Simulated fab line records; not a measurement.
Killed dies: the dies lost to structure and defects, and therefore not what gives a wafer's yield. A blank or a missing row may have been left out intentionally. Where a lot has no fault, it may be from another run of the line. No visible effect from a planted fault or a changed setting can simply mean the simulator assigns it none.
Which tool is to blame? | flow n5 finfet | 12 lots with 36 wafers sampled at 4 steps, on a route of 1938 steps

WHAT EACH GAUGE READ, for each wafer
N5_BEOL_M10_OVL_MEAS_12.
lot  | measured     | on         | M10_OVL (nm)
L074 | day 11 08:26 | overlay-02 | -2.1 0.0 -1.6
L076 | day 11 17:28 | overlay-02 | 0.8 1.0 0.5
L079 | day 12 03:55 | overlay-01 | 0.1 0.4 1.4
L081 | day 13 20:44 | overlay-02 | -1.5 -0.1 0.0
L085 | day 14 00:46 | overlay-02 | 0.4 0.2 0.0
L083 | day 14 09:01 | overlay-01 | -0.6 0.4 1.1
L086 | day 15 00:59 | overlay-01 | 1.0 1.4 1.2
L089 | day 15 05:21 | overlay-01 | 0.1 1.1 0.1
L092 | day 15 12:28 | overlay-01 | 1.2 0.6 1.1
L091 | day 15 22:02 | overlay-02 | -1.8 -0.2 -1.8
L095 | day 16 17:29 | overlay-02 | -0.2 -1.0 -1.0
L097 | day 17 12:15 | overlay-02 | 0.9 0.6 1.6

WHICH TOOL RAN EACH LOT (tool, then ch and the chambers of the sampled wafers, then the start)
lot  | N5_BEOL_M9_SPUTTER_48        | N5_BEOL_M9_CMP_52             | N5_BEOL_M10_HM_DEP_02
L074 | pvd sputter-02, day 11 04:25 | cmp-03 ch 0,1,2, day 11 04:59 | pvd sputter-03, day 11 07:54
L076 | pvd sputter-01, day 11 14:45 | cmp-01 ch 2,3, day 11 15:24   | pvd sputter-01, day 11 16:56
L079 | pvd sputter-02, day 12 00:44 | cmp-01 ch 0,2, day 12 01:27   | pvd sputter-01, day 12 03:31
L081 | pvd sputter-03, day 13 15:10 | cmp-02 ch 0,2, day 13 15:41   | pvd sputter-02, day 13 20:13
L085 | pvd sputter-03, day 13 21:39 | cmp-03 ch 0,2,3, day 13 22:13 | pvd sputter-01, day 14 00:14
L083 | pvd sputter-03, day 14 04:49 | cmp-01 ch 0,2,3, day 14 05:25 | pvd sputter-03, day 14 08:35
L086 | pvd sputter-01, day 14 21:59 | cmp-03 ch 0,1,3, day 14 22:46 | pvd sputter-01, day 15 00:28
L089 | pvd sputter-01, day 15 01:07 | cmp-02 ch 0,1, day 15 01:44   | pvd sputter-03, day 15 04:57
L092 | pvd sputter-01, day 15 09:16 | cmp-03 ch 1,3, day 15 09:59   | pvd sputter-03, day 15 11:56
L091 | pvd sputter-01, day 15 18:09 | cmp-01 ch 0,1,2, day 15 19:25 | pvd sputter-02, day 15 21:31
L095 | pvd sputter-01, day 16 13:43 | cmp-03 ch 0,2, day 16 14:16   | pvd sputter-03, day 16 16:58
L097 | pvd sputter-03, day 17 09:50 | cmp-03 ch 0,1,2, day 17 10:30 | pvd sputter-01, day 17 11:43
- N5_BEOL_M9_SPUTTER_48: material Cu, target thk 12 nm, time 2 s.
- N5_BEOL_M9_CMP_52: polishes, stops on SiCOH lowk, t overpolish 7 s, target thk 140 nm.
- N5_BEOL_M10_HM_DEP_02: deposits TiN, target thk 20 nm.

THE ANSWER, worked out from the rows above alone
Rule: what is usual is taken from the lots themselves. Put in order of their means at a reading, lots are off if they are a third of the lots or fewer, leave a main group of 4 or more, and stand apart from it by a gap of 3 or more times the standard deviation of the main group's means; of several such gaps the widest counts. The tables above print the reading to a certain number of digits; a main group whose means all agree to those digits is not used. Also off: a lot with no number at a reading for which 4 or more lots have one. Any other lot the step has rows for is counted as sound.
Across all readings shown, no lot is off: no conclusion can be drawn from this.

WHAT WAS PUT IN BY THE SIMULATOR
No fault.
